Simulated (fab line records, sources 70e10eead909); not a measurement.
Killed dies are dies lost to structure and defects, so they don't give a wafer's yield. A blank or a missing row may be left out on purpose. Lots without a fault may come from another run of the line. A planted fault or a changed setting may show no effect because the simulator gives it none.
A struck lot beside a sound one | flow nand_harc | 14 steps out of a route of 1159
Sound: wafers L166.2, L166.3, L166.4. Struck: wafer L183.5. (L183.1, L183.6 of the same lot were not struck and are left out.) The cause comes at the end.
At each step with rows: each side's tool, then ch and its chambers, then its first start. Under that, the readings that differ: sound wafers | struck wafers | difference of the means | sigmas: that difference in standard deviations of wafers without a fault.
alike: readings whose means differ by less than 2 such deviations, and words and numbers that are the same on both sides. not compared: withheld readings, readings that some wafer has no value for, bounds like >300 that may hide the same value, and numbers for which the record gives no deviation and whose values overlap.
The two part at a step that has a row with sigmas, a row that says differs or no value, or rows on one side only. Numbers that don't overlap but have no deviation are shown without sigmas and don't part them. A reading that every wafer of one side lacks parts them only if that side has two wafers or more.

first, 8 steps without rows for these wafers: NHARC_P_BONDPAD_HMDS_02 (time 30 s); NHARC_P_BONDPAD_COAT_36 (time 65 s); NHARC_P_BONDPAD_COAT_03 (resist thk 600 nm); NHARC_P_BONDPAD_SOFTBAKE_04 (time 70 s); NHARC_P_BONDPAD_EBR_05; NHARC_P_BONDPAD_EXPOSE_06 (exposes mask P BPAD); NHARC_P_BONDPAD_PEB_07 (peb time 80 s); NHARC_P_BONDPAD_DEVELOP_08 (time 50 s).
NHARC_P_BONDPAD_CD_MEAS_09: target cd 500 nm.
  sound on cd_sem-03 ch 0, day 6 16:13; struck on cd_sem-03 ch 0, day 10 17:04
  alike: cd_nm
NHARC_P_BONDPAD_OVL_MEAS_38:
  sound on overlay-02, day 6 16:18; struck on overlay-01, day 10 17:11
  reading           | sound | struck | difference | sigmas
  overlay_x_nm (nm) | 9 8 8 | -5     | -13        | -2
  alike: overlay_y_nm
then, 1 step without rows for these wafers: NHARC_P_BONDPAD_HARDBAKE_10 (time 65 s).
NHARC_P_BONDPAD_DESCUM_11: chemistry O2, time 3 s.
  sound on rie_diel-13 ch 0,2,3, day 6 16:25; struck on rie_diel-13 ch 0, day 10 17:19
  alike: drypump_motor_current_A, o2_flow_sccm, oes_product_au, rf_vpp_V, showerhead_plenum_p_Torr, throttle_valve_pct
  not compared: rf_hours_counter_h
NHARC_P_BONDPAD_ETCH_37: etches the open film in N2/H2, target depth 60 nm, overetch 18 nm, time 65.91 s.
  sound on rie_diel-13 ch 0,1,2, day 6 16:30; struck on rie_diel-13 ch 2, day 10 17:24
  reading                | sound                | struck | difference | sigmas
  oes_product_au (a.u.)  | 0.982 0.980 1.042    | 0.962  | -0.039     | -2
  run_length_s (s)       | 87.6 86.6 87.7       | 70.5   | -16.8      | -35
  throttle_valve_pct (%) | 14.189 14.159 14.179 | 14.147 | -0.029     | -3
  alike: drypump_motor_current_A, n2_flow_sccm, rf_vpp_V, showerhead_plenum_p_Torr
  not compared: bias_w, rf_fwd_power_W, rf_hours_counter_h
NHARC_P_BONDPAD_ETCH_12: etches the open film in CHF3/O2, target depth 200 nm, time 100 s.
  sound on rie_diel-13 ch 1,2,3; struck on rie_diel-13 ch 3
  alike: bias_w, drypump_motor_current_A, o2_flow_sccm, oes_product_au, rf_fwd_power_W, rf_vpp_V, run_length_s, showerhead_plenum_p_Torr, throttle_valve_pct
  not compared: rf_hours_counter_h

WHERE THEY PART
First at NHARC_P_BONDPAD_OVL_MEAS_38; last, within this record, at NHARC_P_BONDPAD_ETCH_37. Later steps at which nothing parts them and some readings are alike: NHARC_P_BONDPAD_ETCH_12.

WHY: what the simulator had put in
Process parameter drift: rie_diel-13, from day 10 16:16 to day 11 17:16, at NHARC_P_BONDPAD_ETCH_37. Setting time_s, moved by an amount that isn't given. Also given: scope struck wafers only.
